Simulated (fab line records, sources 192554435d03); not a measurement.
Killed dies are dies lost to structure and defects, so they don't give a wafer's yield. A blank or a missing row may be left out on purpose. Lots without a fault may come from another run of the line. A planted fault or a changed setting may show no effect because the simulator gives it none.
Which tool did it? | flow n5_finfet | 10 lots, 30 wafers sampled, at 2 steps of a route of 1938

WHAT THE GAUGES READ, wafer by wafer
N5_BEOL_M10_INSPECT_30: inspects for defects (brightfield). Usual: raw_defect_count 408, standard deviation 100.
lot  | measured     | on                | raw_defect_count | flag
L244 | day 10 02:03 | defect_inspect-02 | 332 312 483      |
L243 | day 10 02:47 | defect_inspect-02 | 508 326 275      |
L245 | day 10 10:25 | defect_inspect-01 | 443 403 437      |
L253 | day 12 13:55 | defect_inspect-02 | 263 232 230      |
L256 | day 13 15:19 | defect_inspect-02 | 532 367 370      |
L258 | day 14 13:25 | defect_inspect-01 | 515 379 582      |
L264 | day 15 19:20 | defect_inspect-01 | 364 439 293      |
L263 | day 16 05:04 | defect_inspect-01 | 462 348 498      |
L266 | day 16 08:13 | defect_inspect-02 | 241 238 344      |
L265 | day 16 18:51 | defect_inspect-02 | 458 522 476      |

WHICH TOOL RAN EACH LOT (tool, then ch and the chambers of the sampled wafers, then the start)
lot  | N5_BEOL_M10_STRIP_19
L244 | rie_diel-04 ch 0,1,3, day 10 01:38
L243 | rie_diel-05 ch 1,3, day 10 02:13
L245 | rie_diel-02 ch 0,1,3, day 10 08:21
L253 | rie_diel-02 ch 1,2,3, day 12 12:06
L256 | rie_diel-04 ch 0,1,2, day 13 14:50
L258 | rie_diel-04 ch 1,2,3, day 14 13:00
L264 | rie_diel-05 ch 0,1, day 15 17:23
L263 | rie_diel-02 ch 1,2, day 16 03:31
L266 | rie_diel-02 ch 2,3, day 16 06:39
L265 | rie_diel-02 ch 1,2,3, day 16 17:37
- N5_BEOL_M10_STRIP_19: strips in O2.

WHAT THE TOOLS THEMSELVES READ (means of the sampled wafers that have a number; where no wafer has one, the mark that the record gives instead)
N5_BEOL_M10_STRIP_19. Usual: chamber_pressure_mTorr 30.01 mTorr, standard deviation 0.034; drypump_motor_current_A 5.7 A, standard deviation 0.42; oes_product_au 0.83 a.u., standard deviation 0.075; rf_vpp_V 3.6 V, standard deviation 0.61; showerhead_plenum_p_Torr 2.10 Torr, standard deviation 0.07; throttle_valve_pct 16.50 %, standard deviation 0.18.
lot  | tool        | chamber_pressure_mTorr (mTorr) | drypump_motor_current_A (A) | oes_product_au (a.u.) | rf_vpp_V (V) | showerhead_plenum_p_Torr (Torr) | throttle_valve_pct (%) | flag
L244 | rie_diel-04 | 30.05                          | 5.7                         | 0.84                  | 3.9          | 2.11                            | 16.44                  |
L243 | rie_diel-05 | 30.01                          | 5.3                         | 0.86                  | 3.6          | 2.15                            | 16.55                  |
L245 | rie_diel-02 | 30.02                          | 5.6                         | 0.80                  | 3.2          | 2.08                            | 16.49                  |
L253 | rie_diel-02 | 30.01                          | 5.7                         | 0.82                  | 3.8          | 2.15                            | 16.47                  |
L256 | rie_diel-04 | 29.98                          | 5.5                         | 0.88                  | 4.0          | 2.06                            | 16.34                  |
L258 | rie_diel-04 | 30.02                          | 5.9                         | 0.80                  | 3.8          | 2.10                            | 16.62                  |
L264 | rie_diel-05 | 30.02                          | 5.7                         | 0.80                  | 3.8          | 2.02                            | 16.61                  |
L263 | rie_diel-02 | 30.03                          | 5.9                         | 0.76                  | 3.1          | 2.16                            | 16.59                  |
L266 | rie_diel-02 | 30.01                          | 6.0                         | 0.77                  | 3.6          | 2.16                            | 16.50                  |
L265 | rie_diel-02 | 30.02                          | 5.7                         | 0.78                  | 3.6          | 2.13                            | 16.53                  |

THE ANSWER, worked out from the rows above alone
Rule: a lot is off if the mean of its wafers that have a number lies more than 3 standard deviations from the usual mean. A lot without any number at a reading at which 4 lots or more have one is off too. The other lots that the step has rows for count as sound. The gauges are gone through in route order, then the tools' own readings, and for those a lot's mean is taken as printed above. The first step at which some lot is off is used, and at that step the reading that is off furthest; a lot without a number counts as furthest.
No lot is off at any reading shown: from this, nothing can be told.

WHAT THE SIMULATOR HAD PUT IN
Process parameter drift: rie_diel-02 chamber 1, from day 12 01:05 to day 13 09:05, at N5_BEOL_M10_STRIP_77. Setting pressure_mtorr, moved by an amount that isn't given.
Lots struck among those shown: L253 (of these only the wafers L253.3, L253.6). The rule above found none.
